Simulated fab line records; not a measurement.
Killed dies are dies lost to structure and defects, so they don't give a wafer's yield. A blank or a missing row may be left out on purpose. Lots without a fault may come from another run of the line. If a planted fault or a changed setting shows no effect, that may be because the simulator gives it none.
fab line records | flow n5Finfet
record: lots: 7 wafers: 18 lastDay: 17
route steps=1938 shown BEOL_M14@1758
lots untouched by any fault: they come from a run of this same line in which no faults occurred
startH: the number of hours between the record's first day and the start of the first shown wafer of the lot | waitH: hours from the lot's prior step to this one | " unchanged from the row above | L1.1+2: a row that stands for several wafers | - no value, or no start given | * or withheld: withheld | < > ~ a bound
route shown NAME@n: a module of which the file shows steps, and the number in the route of the first | usual: the fault-free wafers' mean and standard deviation | same: alike in all rows | chamber/n: place in a boat | sites: each site's reading | _std_site: their standard deviation | _edge_site: outer sites' mean less inner sites' | radiusMm: for every site, how far away it sits from the centre of the wafer | mask NAME#n: copy n | behind: the most recent tool/chamber to have shaped the wafer | hold: cause of the lot's hold/its duration in hours/its outcome | device: whichever transistor did not switch (one of n, p or np) | end of line: the tests these same wafers got at the end of their route | a step given without rows: its recipe and nothing more | killed: the dies lost at the first sort to structure and to defects; this is not the yield of the wafer | map: a wafer's dies, marking killed ones x, the rest . and places with no die _
set.NAME: setting as actually run; set.NAME@STEP: the setting as run at that earlier step | model.NAME: the simulator's own value behind a step, which no gauge read
a table for each step, a row for each wafer; lots at some steps of the route
services: when a tool's chamber went out of use (startH, in hours from the record's first day, below 0 if earlier), for how many hours, and the reason
== steps ==
step: N5_BEOL_M14_PRECLEAN_39
recipe: chemistry: residueRemover timeS: 60 tempC: 40
step: N5_BEOL_M14_SRD_40
recipe: timeS: 30 tempC: 23 rinseLiquid: diw dry: n2Spin spinRpm: 1500 dryTimeS: 30
step: N5_BEOL_M14_DEGAS_41
recipe: ambient: vacuum tempC: 300 timeS: 60
step: N5_BEOL_M14_PRE_CLEAN_42
recipe: gas: H2/He timeS: 30 tempC: 300
usual: heaterPowerW: 504/52
columns lot.wafer tool chamber startH waitH heaterPowerW
L334.1 pvdSputter-03 - 279.84 0.0 460
L334.3 " - " " 479
L334.6 " - " " 447
L337.3 pvdSputter-02 - 301.50 0.0 472
L337.5 " - " " 434
L342.5 pvdSputter-01 - 323.92 0.0 502
L342.6 " - " " 484
L344.2 pvdSputter-02 - 336.83 0.0 492
L344.5 " - " " 452
L346.3 pvdSputter-03 - 358.22 0.0 474
L346.4 " - " " 529
L346.5 " - " " 491
L349.2 pvdSputter-01 - 382.01 0.0 472
L349.3 " - " " 487
L349.5 " - " " 471
L351.1 pvdSputter-02 - 389.80 0.0 448
L351.2 " - " " 501
L351.5 " - " " 487
step: N5_BEOL_M14_SPUTTER_43
recipe: material: TaN targetThkA: 150 tempC: 50 biasV: 168.6 powerW: 15000 chamberPressurePa: 0.12 timeS: 24.19
step: N5_BEOL_M14_SPUTTER_44
recipe: material: Ta targetThkA: 150 tempC: 50 biasV: 80 powerW: 15000 chamberPressurePa: 0.07 timeS: 24.19
usual: throttleValvePct: 29.7/0.83
columns lot.wafer tool chamber startH waitH throttleValvePct
L334.1 pvdSputter-03 - 279.96 0.0 30.1
L334.3 " - " " 29.4
L334.6 " - " " 30.0
L337.3 pvdSputter-02 - 301.62 0.0 29.0
L337.5 " - " " 29.3
L342.5 pvdSputter-01 - 324.06 0.0 30.7
L342.6 " - " " 29.9
L344.2 pvdSputter-02 - 336.95 0.0 28.9
L344.5 " - " " 29.1
L346.3 pvdSputter-03 - 358.34 0.0 29.8
L346.4 " - " " 31.6
L346.5 " - " " 29.2
L349.2 pvdSputter-01 - 382.13 0.0 30.0
L349.3 " - " " 32.0
L349.5 " - " " 29.6
L351.1 pvdSputter-02 - 389.92 0.0 29.4
L351.2 " - " " 28.8
L351.5 " - " " 29.0
step: N5_BEOL_M14_SPUTTER_45
recipe: material: Cu targetThkA: 1000 tempC: -20 biasV: 60 powerW: 26000 chamberPressurePa: 0.13 timeS: 16.67
usual: throttleValvePct: 29.7/0.82
columns lot.wafer tool chamber startH waitH throttleValvePct
L334.1 pvdSputter-03 - 280.04 0.0 30.2
L334.3 " - " " 29.3
L334.6 " - " " 30.2
L337.3 pvdSputter-02 - 301.70 0.0 28.9
L337.5 " - " " 29.3
L342.5 pvdSputter-01 - 324.14 0.0 30.9
L342.6 " - " " 29.8
L344.2 pvdSputter-02 - 337.03 0.0 28.7
L344.5 " - " " 29.4
L346.3 pvdSputter-03 - 358.42 0.0 29.7
L346.4 " - " " 31.9
L346.5 " - " " 29.1
L349.2 pvdSputter-01 - 382.21 0.0 29.8
L349.3 " - " " 31.7
L349.5 " - " " 30.1
L351.1 pvdSputter-02 - 390.00 0.0 29.2
L351.2 " - " " 29.0
L351.5 " - " " 28.8
step: N5_BEOL_M14_ECD_47
recipe: material: Cu targetThkA: 12480
step: N5_BEOL_M14_ANNEAL_48
recipe: tempC: 225 timeS: 90 ambient: N2
usual: wafer_temp_C_max: 226.1/0.36
columns lot.wafer tool chamber startH waitH wafer_temp_C_max
L334.1 rtpAnneal-02 0 280.34 0.1 225.9
L334.3 " 0 " " 226.6
L334.6 " 0 " " 226.2
L337.3 rtpAnneal-01 0 302.12 0.2 225.6
L337.5 " 0 " " 225.8
L342.5 rtpAnneal-01 0 324.59 0.2 225.8
L342.6 " 0 " " 225.5
L344.2 rtpAnneal-01 0 337.38 0.2 225.4
L344.5 " 0 " " 225.7
L346.3 rtpAnneal-01 0 358.81 0.2 225.6
L346.4 " 0 " " 225.9
L346.5 " 0 " " 225.7
L349.2 rtpAnneal-02 0 383.05 0.7 226.0
L349.3 " 0 " " 226.5
L349.5 " 0 " " 226.5
L351.1 rtpAnneal-02 0 390.30 0.1 226.4
L351.2 " 0 " " 226.0
L351.5 " 0 " " 225.9
step: N5_BEOL_M14_CMP_49
recipe: stopOn: SiO2 tOverpolishS: 5.2 downForcePsi: 2 platenRpm: 80 clearingPlatenDownForcePsi: 2 clearingPlatenRpm: 80 postCmpClean: cuAlkaline targetThkNm: 560 clearingPlatenPadVelocityMS: 1.5917 padVelocityMS: 1.5917
usual: barrierFieldEndpointS: 11.24/0.26 edgeZonePressureFrac: 1.000/0.0047 motorCurrentA: 7.9/0.63 overpolishRunS: 5.200/0.0097 timeToEndpointS: 120/4
columns lot.wafer tool chamber startH waitH barrierFieldEndpointS edgeZonePressureFrac motorCurrentA overpolishRunS timeToEndpointS
L334.3 cmp-03 2 280.83 0.3 11.06 0.996 8.0 5.214 123
L334.1 " 3 " " 11.06 1.000 8.8 5.199 119
L334.6 " 0 " " 11.19 0.995 8.2 5.210 122
L337.3 cmp-01 0 302.38 0.2 11.66 1.004 7.7 5.207 128
L337.5 " 3 " " 11.58 1.005 7.5 5.203 126
L342.6 cmp-02 2 324.85 0.2 11.20 0.997 7.6 5.221 117
L342.5 " 3 " " 11.68 1.004 7.8 5.209 125
L344.2 cmp-02 1 337.67 0.2 11.13 1.003 8.6 5.204 118
L344.5 " 1 " " 11.18 0.996 8.2 5.182 114
L346.4 cmp-03 0 359.06 0.2 11.26 0.997 8.3 5.191 118
L346.3 " 1 " " 11.35 1.002 8.1 5.192 122
L346.5 " 3 " " 11.19 1.003 8.8 5.204 119
L349.2 cmp-03 0 383.31 0.2 11.52 1.003 8.6 5.208 128
L349.3 " 1 " " 11.61 1.004 8.4 5.207 129
L349.5 " 0 " " 11.30 0.997 8.1 5.172 121
L351.2 cmp-02 1 390.60 0.2 11.00 1.006 8.4 5.203 117
L351.1 " 2 " " 11.01 1.004 7.7 5.189 117
L351.5 " 2 " " 11.12 1.003 8.1 5.199 117
step: N5_BEOL_M14_THK_MEAS_50
recipe: thkMeasGauge: xrf reads: Cu_of_BEOL_M14_ECD_47
usual: M14_THK: 567/11
columns lot.wafer tool chamber startH waitH M14_THK[nm]
L334.1 filmMetro-01 - 281.05 - 564
L334.3 " - " " 549
L334.6 " - " " 574
L337.3 filmMetro-01 - 302.64 - 548
L337.5 " - " " 566
L342.5 filmMetro-01 - 325.00 - 572
L342.6 " - " " 556
L344.2 filmMetro-02 - 337.93 - 573
L344.5 " - " " 557
L346.3 filmMetro-01 - 359.32 - 578
L346.4 " - " " 573
L346.5 " - " " 565
L349.2 filmMetro-02 - 383.61 - 572
L349.3 " - " " 551
L349.5 " - " " 573
L351.1 filmMetro-02 - 390.89 - 555
L351.2 " - " " 582
L351.5 " - " " 580
step: N5_BEOL_M14_PRE_CLEAN_52
recipe: gas: NH3 timeS: 15 tempC: withheld rfPowerW: 300
step: N5_BEOL_M14_DEP_53
recipe: material: SiCN targetThkA: 500 tempC: withheld precursor: 3MS/NH3 pressureTorr: 3 rfW: 675 timeS: 17.8
usual: showerheadPlenumPTorr: 4.155/0.021 showerheadVppV: 1577/44 throttleValvePct: 18.5/1.2
columns lot.wafer tool chamber startH waitH showerheadPlenumPTorr showerheadVppV throttleValvePct model.SiCN_of_BEOL_M14_DEP_53.thkNm
L334.1 pecvd-03 2 281.11 0.0 4.120 1543 15.7 50
L334.3 " 1 " " 4.165 1602 17.7 49.6
L334.6 " 0 " " 4.178 1610 17.3 49.8
L337.3 pecvd-02 1 302.70 0.0 4.171 1562 20.1 49.6
L337.5 " 0 " " 4.113 1520 19.2 38
L342.5 pecvd-02 0 325.08 0.0 4.131 1529 19.1 38.6
L342.6 " 1 " " 4.173 1564 20.3 50.8
L344.2 pecvd-02 2 337.99 0.0 4.135 1596 18.5 37.6
L344.5 " 0 " " 4.144 1548 19.2 38.4
L346.3 pecvd-03 2 359.38 0.0 4.123 1527 16.0 50.2
L346.4 " 2 " " 4.122 1522 16.0 51.2
L346.5 " 0 " " 4.186 1606 17.4 51.4
L349.2 pecvd-03 2 383.67 0.0 4.118 1554 16.2 49.6
L349.3 " 0 " " 4.185 1579 17.6 49.8
L349.5 " 0 " " 4.167 1606 17.8 50.8
L351.1 pecvd-02 0 390.96 0.0 4.119 1526 19.1 49.2
L351.2 " 2 " " 4.139 1618 18.8 49.6
L351.5 " 0 " " 4.130 1531 19.2 49.8
step: N5_BEOL_M14_RS_MEAS_54
recipe: thkMeasGauge: four-point-probe reads: Cu_of_BEOL_M14_ECD_47+Ta_of_BEOL_M14_SPUTTER_44+TaN_of_BEOL_M14_SPUTTER_43
usual: M14_RS: 0.0330/0.00062
columns lot.wafer tool chamber startH waitH M14_RS[ohm/sq]
L334.1 filmMetro-02 - 281.17 0.0 0.0329
L334.3 " - " " 0.0339
L334.6 " - " " 0.0325
L337.3 filmMetro-02 - 302.77 0.1 0.0344
L337.5 " - " " 0.0334
L342.5 filmMetro-02 - 325.13 0.0 0.0330
L342.6 " - " " 0.0340
L344.2 filmMetro-01 - 338.06 0.1 0.0325
L344.5 " - " " 0.0333
L346.3 filmMetro-02 - 359.44 0.1 0.0325
L346.4 " - " " 0.0327
L346.5 " - " " 0.0331
L349.2 filmMetro-01 - 383.74 0.1 0.0330
L349.3 " - " " 0.0342
L349.5 " - " " 0.0330
L351.1 filmMetro-01 - 391.02 0.0 0.0340
L351.2 " - " " 0.0324
L351.5 " - " " 0.0326
== services ==
columns tool chamber startH hours kind
cmp-02 - 263.48 4.0 pm
cmp-01 - 264.83 4.0 pm
pecvd-03 1 266.26 5.0 scheduledDown
cmp-02 - 267.48 - consumableReplace:conditioner
cmp-02 - 267.48 - consumableReplace:pad
cmp-01 - 268.83 - consumableReplace:conditioner
cmp-01 - 268.83 - consumableReplace:pad
pecvd-02 - 274.24 0.2 repair
pecvd-02 - 274.66 5.5 pm
cmp-01 - 278.43 11.6 pm
cmp-02 - 282.39 0.8 repair
cmp-03 - 288.57 3.1 pm
pecvd-03 - 294.43 10.2 repair
pecvd-03 1 305.58 - calibration
pvdSputter-02 - 317.00 6.5 repair
cmp-01 - 333.78 6.5 pm
rtpAnneal-02 - 349.78 3.7 pm
pecvd-02 2 349.91 6.0 repair
cmp-02 - 373.27 5.7 pm
cmp-03 - 380.43 0.4 repair
cmp-02 - 381.30 0.8 repair
cmp-01 - 383.00 1.1 repair
== key ==
firstSign none at tools or gauges
modelEffect: step: N5_BEOL_M14_DEP_53 value: SiCN_of_BEOL_M14_DEP_53.thkNm without: 50.1 struck: 38.15
metAt N5_BEOL_M14_DEP_53
struckWafers L337.5,L342.5,L344.2,L344.5
fault: kind: processParameterDrift tool: pecvd-02 chamber: - onsetH: 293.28 steps: N5_BEOL_M14_DEP_53 channel: timeS offset: * shape: step endH: 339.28 scope: struckWafersOnly actsIn: * stated: *
